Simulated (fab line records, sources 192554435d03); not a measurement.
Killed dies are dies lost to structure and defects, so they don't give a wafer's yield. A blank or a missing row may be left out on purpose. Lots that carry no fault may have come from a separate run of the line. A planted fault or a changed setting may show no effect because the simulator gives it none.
Split-lot study	flow n5_finfet	route with 1938 steps; 7 lots, 39 wafers read

== THE SPLIT ==
At N5_FIN_CUT_EXPOSE_05 (exposes mask FIN CUT), the setting dose_mj was moved away from the recipe's 45.75 on 12 of the 39 wafers read, by -3.6% to +6.6%. The other wafers ran this setting at the recipe's value.

== FROM THE SPLIT TO THE READING: what the file shows between them, 4 steps ==
- N5_FIN_CUT_PEB_06: peb time 60 s
- N5_FIN_CUT_DEVELOP_07: develop time 30 s
- N5_FIN_CUT_DESCUM_13: chemistry O2, time 7 s
- N5_FIN_CUT_ETCH_30: etches underlayer in N2/H2, target depth 13 nm, time 10.4 s

== THE READING ==
FIN_CUT.cd_offset_nm (the simulator's own value, which no gauge read), in nm, at N5_FIN_CUT_ETCH_20 (etches SiARC in CF4, target depth 26 nm, time 43.3 s). The file does not state a usual value for it. Across the 27 wafers here that went through the recipe, the average is 0.0 nm and the standard deviation 0.21 nm.

wafer	tool, chamber at the split	dose_mj as run	against the recipe	FIN_CUT.cd_offset_nm, nm	against lot-mates on the recipe
L074.1	euv_scanner-02, 0	45.75	recipe	0.2	-
L074.2	euv_scanner-02, 0	45.75	recipe	0	-
L074.3	euv_scanner-02, 0	48.03	+5.0%	0.8	+0.8
L074.4	euv_scanner-02, 0	48.03	+5.0%	1.2	+1.2
L074.5	euv_scanner-02, 0	48.03	+5.0%	1	+1.0
L074.6	euv_scanner-02, 0	45.75	recipe	-0.2	-
L076.1	euv_scanner-02, 0	48.78	+6.6%	1.2	+1.2
L076.2	euv_scanner-02, 0	48.78	+6.6%	1.2	+1.2
L076.6	euv_scanner-02, 0	48.78	+6.6%	1.2	+1.2
L076.3	euv_scanner-02, 0	45.75	recipe	0	-
L076.4	euv_scanner-02, 0	45.75	recipe	-0.2	-
L076.5	euv_scanner-02, 0	45.75	recipe	0.2	-
L077.1	euv_scanner-02, 0	45.75	recipe	0.2	-
L077.2	euv_scanner-02, 0	45.75	recipe	0.2	-
L077.3	euv_scanner-02, 0	45.75	recipe	0.2	-
L077.4	euv_scanner-02, 0	45.75	recipe	0.2	-
L077.6	euv_scanner-02, 0	45.75	recipe	0.2	-
L077.5	euv_scanner-02, 0	45.75	recipe	0.6	-
L082.1	euv_scanner-01, 0	45.75	recipe	0	-
L082.4	euv_scanner-01, 0	45.75	recipe	0	-
L082.5	euv_scanner-01, 0	45.75	recipe	0.2	-
L083.1	euv_scanner-02, 0	45.75	recipe	-0.4	-
L083.5	euv_scanner-02, 0	45.75	recipe	-0.4	-
L083.2	euv_scanner-02, 0	45.75	recipe	0	-
L083.4	euv_scanner-02, 0	45.75	recipe	0	-
L083.6	euv_scanner-02, 0	45.75	recipe	0	-
L083.3	euv_scanner-02, 0	45.75	recipe	0.2	-
L085.1	euv_scanner-02, 0	45.75	recipe	0	-
L085.3	euv_scanner-02, 0	45.75	recipe	0	-
L085.2	euv_scanner-02, 0	44.12	-3.6%	-0.6	-0.5
L085.4	euv_scanner-02, 0	44.12	-3.6%	-0.8	-0.7
L085.5	euv_scanner-02, 0	44.12	-3.6%	-0.4	-0.3
L085.6	euv_scanner-02, 0	45.75	recipe	-0.2	-
L091.1	euv_scanner-02, 0	45.75	recipe	0	-
L091.3	euv_scanner-02, 0	45.75	recipe	0	-
L091.2	euv_scanner-02, 0	45.75	recipe	-0.2	-
L091.4	euv_scanner-02, 0	47.79	+4.5%	0.8	+0.9
L091.5	euv_scanner-02, 0	47.79	+4.5%	0.8	+0.9
L091.6	euv_scanner-02, 0	47.79	+4.5%	0.6	+0.7

THE FIT
A straight line over all 39 wafers: FIN_CUT.cd_offset_nm changes by +0.177 nm for each +1% of dose_mj; r = +0.93; the points scatter about the line by 0.2 nm.
The same after taking each lot's own level away (the mean of its wafers on the recipe; 39 wafers): +0.18 nm for each +1%; r = +0.95; scatter 0.16 nm.
According to that fit, moving dose_mj by its largest amount changes the reading by 1.2 nm.
From -0.10 to 0.27 nm: that is the span of the lots' own levels, equal to 1.8 times the standard deviation above.
The two slopes are in agreement: the lot-to-lot level therefore moves the slope only a little.
Check: for one of the wafers moved furthest among these (+6.6%), held out of the fit, the line's prediction against its lot-mates is +1.21 nm. Against them it came out at +1.2 nm.

== OTHER SPLITS APPLIED TO THESE WAFERS ==
Note: prior to the reading, these wafers also went through further splits. Each is held against what the fit with the lots' levels taken away leaves over:
other split on the same wafers	wafers away from the commonest value	r with FIN_CUT.cd_offset_nm (lot level and that fit taken away)
N5_WELL_APT_EXPOSE_22 dose_mj	15	-0.03
N5_FIN_SAQP_SPACER1_ALD_24 ald_cycles	15	+0.18

== THE WHOLE CHAIN: every reading that the file lists as answering this split, in the file's order ==
step	what it does	reading	change (the file's fit)	r (the file's)
N5_FIN_CUT_ETCH_30	etches underlayer in N2/H2, target depth 13 nm, time 10.4 s	FIN_CUT.cd_offset_nm (the simulator's own value, which no gauge read)	+0.168 nm for each +1% of the setting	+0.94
N5_FIN_CUT_ETCH_20	etches SiARC in CF4, target depth 26 nm, time 43.3 s	FIN_CUT.cd_offset_nm (the simulator's own value, which no gauge read)	+0.182 nm for each +1% of the setting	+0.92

== FILE'S OWN FIT ==
FIN_CUT.cd_offset_nm changes by +0.182 nm for each +1% of dose_mj, r = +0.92.
